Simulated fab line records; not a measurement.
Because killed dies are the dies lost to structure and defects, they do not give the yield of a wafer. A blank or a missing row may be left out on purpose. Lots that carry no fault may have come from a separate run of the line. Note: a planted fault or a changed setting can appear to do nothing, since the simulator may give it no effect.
Which tool was responsible? / flow n5_finfet / 36 wafers from 12 lots sampled at 3 of the route's 1938 steps

== WHAT THE GAUGES READ, wafer by wafer ==
N5_MOL_CONTACT_COAG_CD_MEAS_40: target cd 25.1 nm.
lot=L075; measured=day 5 14:09; on=cd_sem-02; cd_nm (nm)=25.09 25.22 25.33
lot=L077; measured=day 5 20:41; on=cd_sem-02; cd_nm (nm)=24.83 25.04 25.33
lot=L079; measured=day 6 11:25; on=cd_sem-01; cd_nm (nm)=25.22 24.95 24.57
lot=L081; measured=day 6 22:08; on=cd_sem-02; cd_nm (nm)=25.21 25.47 24.75
lot=L083; measured=day 7 10:53; on=cd_sem-02; cd_nm (nm)=25.64 25.57 25.31
lot=L085; measured=day 7 20:48; on=cd_sem-03; cd_nm (nm)=25.05 25.25 25.10
lot=L087; measured=day 8 13:11; on=cd_sem-03; cd_nm (nm)=25.50 25.00 25.14
lot=L089; measured=day 9 07:07; on=cd_sem-02; cd_nm (nm)=25.04 25.03 25.26
lot=L091; measured=day 10 02:23; on=cd_sem-02; cd_nm (nm)=25.33 25.59 24.97
lot=L093; measured=day 10 07:43; on=cd_sem-01; cd_nm (nm)=24.92 24.88 24.97
lot=L095; measured=day 10 18:01; on=cd_sem-03; cd_nm (nm)=25.15 25.17 25.03
lot=L097; measured=day 11 02:05; on=cd_sem-02; cd_nm (nm)=25.03 25.18 25.04

== EACH LOT AND THE TOOL THAT RAN IT (in order: tool; ch and the chambers of the sampled wafers; start) ==
lot=L075; N5_MOL_CONTACT_COAG_PRE_CLEAN_142=pvd_sputter-01, day 5 07:49; N5_MOL_CONTACT_COAG_ALD_27=ald_sin-04 ch 1,3, day 5 08:52
lot=L077; N5_MOL_CONTACT_COAG_PRE_CLEAN_142=pvd_sputter-02, day 5 14:52; N5_MOL_CONTACT_COAG_ALD_27=ald_sin-03 ch 1,2, day 5 16:07
lot=L079; N5_MOL_CONTACT_COAG_PRE_CLEAN_142=pvd_sputter-02, day 6 06:02; N5_MOL_CONTACT_COAG_ALD_27=ald_sin-04 ch 0,1, day 6 07:07
lot=L081; N5_MOL_CONTACT_COAG_PRE_CLEAN_142=pvd_sputter-03, day 6 16:23; N5_MOL_CONTACT_COAG_ALD_27=ald_sin-03 ch 0,1, day 6 17:28
lot=L083; N5_MOL_CONTACT_COAG_PRE_CLEAN_142=pvd_sputter-03, day 7 04:59; N5_MOL_CONTACT_COAG_ALD_27=ald_sin-02 ch 0,1,2, day 7 06:05
lot=L085; N5_MOL_CONTACT_COAG_PRE_CLEAN_142=pvd_sputter-01, day 7 15:34; N5_MOL_CONTACT_COAG_ALD_27=ald_sin-02 ch 2,3, day 7 16:41
lot=L087; N5_MOL_CONTACT_COAG_PRE_CLEAN_142=pvd_sputter-03, day 8 06:39; N5_MOL_CONTACT_COAG_ALD_27=ald_sin-03 ch 0,2, day 8 07:43
lot=L089; N5_MOL_CONTACT_COAG_PRE_CLEAN_142=pvd_sputter-01, day 8 16:29; N5_MOL_CONTACT_COAG_ALD_27=ald_sin-03 ch 0,1, day 8 18:10
lot=L091; N5_MOL_CONTACT_COAG_PRE_CLEAN_142=pvd_sputter-02, day 9 18:40; N5_MOL_CONTACT_COAG_ALD_27=ald_sin-04 ch 2,3, day 9 20:55
lot=L093; N5_MOL_CONTACT_COAG_PRE_CLEAN_142=pvd_sputter-03, day 10 02:11; N5_MOL_CONTACT_COAG_ALD_27=ald_sin-04 ch 1,2,3, day 10 03:41
lot=L095; N5_MOL_CONTACT_COAG_PRE_CLEAN_142=pvd_sputter-03, day 10 12:15; N5_MOL_CONTACT_COAG_ALD_27=ald_sin-04 ch 0,2,3, day 10 13:20
lot=L097; N5_MOL_CONTACT_COAG_PRE_CLEAN_142=pvd_sputter-01, day 10 20:10; N5_MOL_CONTACT_COAG_ALD_27=ald_sin-02 ch 1,2, day 10 21:14
- N5_MOL_CONTACT_COAG_PRE_CLEAN_142: time 60 s.
- N5_MOL_CONTACT_COAG_ALD_27: deposits SiOC, target thk 17 nm, pulse time 1.5 s, time 2720 s.

== THE ANSWER, worked out from the rows above alone ==
Rule: what is usual is taken from the lots themselves. Put in order of their means at a reading, lots are off if they are a third of the lots or fewer, leave a main group of 4 or more, and stand apart from it by a gap of 3 or more times the standard deviation of the main group's means; of several such gaps the widest counts. A main group whose means are all the same, to the digits that the tables above print for the reading, isn't used. A lot without any number at a reading at which 4 lots or more have one is off too. Where the step has rows for the other lots, those lots are counted as sound.
No lot is off on any of the readings shown, so nothing can be concluded from this.

== WHAT WAS PUT IN BY THE SIMULATOR ==
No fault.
